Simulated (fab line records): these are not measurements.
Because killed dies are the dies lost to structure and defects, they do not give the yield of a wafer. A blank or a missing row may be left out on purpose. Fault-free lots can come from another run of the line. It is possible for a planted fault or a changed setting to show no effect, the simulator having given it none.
Chamber matching	flow n5 finfet	N5_BEOL_M10_STRIP_36 on rie diel-01 has 4 sister chambers
The step strips in N2/H2. 8 wafers are shown with their chamber, then 12 later ones without.

== WAFERS PAIRED WITH THEIR CHAMBERS ==
wafer	chamber	showerhead plenum p Torr (Torr)	throttle valve pct (%)
L077.6	0	2.44	23.50
L079.2	0	2.44	23.51
L083.5	2	2.50	23.67
L082.1	2	2.49	23.67
L082.4	3	2.43	23.92
L086.1	3	2.43	23.93
L086.4	1	2.49	23.23
L086.5	1	2.50	23.22

== WAFERS MISSING THEIR CHAMBER ==
wafer	showerhead plenum p Torr (Torr)	throttle valve pct (%)
L088.1	2.49	23.19
L088.2	2.43	23.52
L088.6	2.42	23.94
L090.1	2.49	23.22
L090.2	2.43	23.56
L090.3	2.49	23.35
L091.1	2.49	23.40
L091.4	2.43	23.59
L091.6	2.43	23.59
L095.2	2.49	23.39
L095.3	2.42	23.58
L095.6	2.42	23.54

== WHICH CHAMBER EACH ONE RAN IN ==
wafer	from the rows above	in truth
L088.1	1	1
L088.2	0	0
L088.6	3	3
L090.1	1	1
L090.2	0	0
L090.3	1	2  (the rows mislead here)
L091.1	0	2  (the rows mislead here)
L091.4	0	0
L091.6	0	0
L095.2	0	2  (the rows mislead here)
L095.3	0	0
L095.6	0	0
Correct placement for 9 of the 12. Not placeable from these rows: 0. Number placed wrongly: 3.
How it was worked out, from the rows above alone: a wafer's distance from a chamber is the root of the sum, over the readings, of the square of ((its reading less the chamber's mean) divided by the reading's scatter). The wafer belongs to the nearest chamber; if the next one is less than 2 further off, it can't be placed. Each chamber's mean is taken over the wafers shown for it. The scatter: the root of (the sum of the squares of (reading less its chamber's mean) over the shown wafers, divided by (wafers less chambers)).
